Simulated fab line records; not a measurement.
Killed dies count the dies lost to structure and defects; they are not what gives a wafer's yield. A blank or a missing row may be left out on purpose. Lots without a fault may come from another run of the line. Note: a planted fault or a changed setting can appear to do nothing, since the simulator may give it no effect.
2 desks, one fault    flow n5 finfet    every desk sees just its own numbers, and what lay behind them comes last

## AT THE TOOL OWNER'S DESK: ald metal-02
The tool's own readings at N5_BEOL_M1_ALD_84 (deposits TaN, pulse time 2 s, purge time 3 s, co reactant purge time 2 s): means of the sampled wafers that have a number, for each lot that ran on this tool. Any lot whose mean is over 4 standard deviations away from the usual mean is out of limits and marked OUT; that distance is given in the brackets.
Columns: A = chamber pressure Torr at N5_BEOL_M1_ALD_84, usual 2.999 Torr; B = heater power w at N5_BEOL_M1_ALD_84, usual 403 W
lot   first seen here  A      B
L526  day 8 17:20      3.001  394
L527  day 8 20:48      3.002  406
L539  day 12 01:16     2.993  400
L540  day 12 04:31     2.998  390
This desk's finding: nothing out of limits on any of the 4 lots.

## METROLOGY DESK
What the gauges read for every lot (on any tool): the sampled wafers with a number, averaged. Any lot whose mean is over 4 standard deviations away from the usual mean is out of limits and marked OUT; that distance is given in the brackets. It has 12 readings, of which 7 appear: the earliest out of limits, and the ones furthest out on some lot.
Columns: A = COMB_M1 at N5_BEOL_M4_RC_MEAS_101, usual 5.6e-11 S/m; B = COMB_M1_max_site at N5_BEOL_M4_RC_MEAS_101, usual 8e-11 S/m; C = DIBL_N at N5_BEOL_M4_RC_MEAS_101, usual 36.6 mV/V; D = ION_N at N5_BEOL_M4_RC_MEAS_101, usual 671 uA/um; E = ION_P at N5_BEOL_M4_RC_MEAS_101, usual 460 uA/um; F = SS_P at N5_BEOL_M4_RC_MEAS_101, usual 73.3 mV/dec; G = VT_P at N5_BEOL_M4_RC_MEAS_101, usual -250 mV
lot   first seen here  A                  B                C     D    E    F     G
L526  day 10 02:48     3.3e-10 (+23) OUT  7e-10 (+34) OUT  34.1  669  462  72.7  -251
L527  day 10 07:31     6.2e-10 (+47) OUT  8e-10 (+39) OUT  35.1  676  469  72.9  -248
L529  day 10 11:11     5.5e-11            7e-11            37.6  662  456  73.2  -246
L534  day 12 08:22     5.4e-11            7e-11            33.3  676  467  73.3  -249
L536  day 12 15:39     5.1e-11            7e-11            36.5  653  449  73.4  -254
L537  day 12 19:21     5.1e-11            7e-11            36.6  674  457  73.2  -253
L538  day 13 02:57     6.3e-11            8e-11            35.2  664  464  72.8  -247
L539  day 13 11:47     4.6e-11            7e-11            35.6  668  458  72.3  -255
L540  day 13 12:16     5.4e-11            7e-11            36.2  678  469  73.6  -246
This desk's result: L526, L527 out of limits, first on L526 (COMB_M1 at N5_BEOL_M4_RC_MEAS_101), day 10 02:48. Within limits: L529, L534, L536, L537, L538, L539, L540.

## PUT TOGETHER
The metrology desk could have raised an alarm at day 10 02:48, on L526, L527.
The tool owner's desk saw nothing out of limits.
On record at the tool owner's desk: L526, L527, within its limits.
N5_BEOL_M1_ALD_84 was run on ald metal-02 by each of the lots named.

## WHAT THE SIMULATOR HAD INSERTED
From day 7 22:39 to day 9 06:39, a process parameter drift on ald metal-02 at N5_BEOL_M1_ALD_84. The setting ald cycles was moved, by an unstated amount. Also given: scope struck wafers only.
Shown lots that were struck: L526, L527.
Time in hours between the start of the fault and the first out-of-limits reading at each desk: metrology desk, 52.
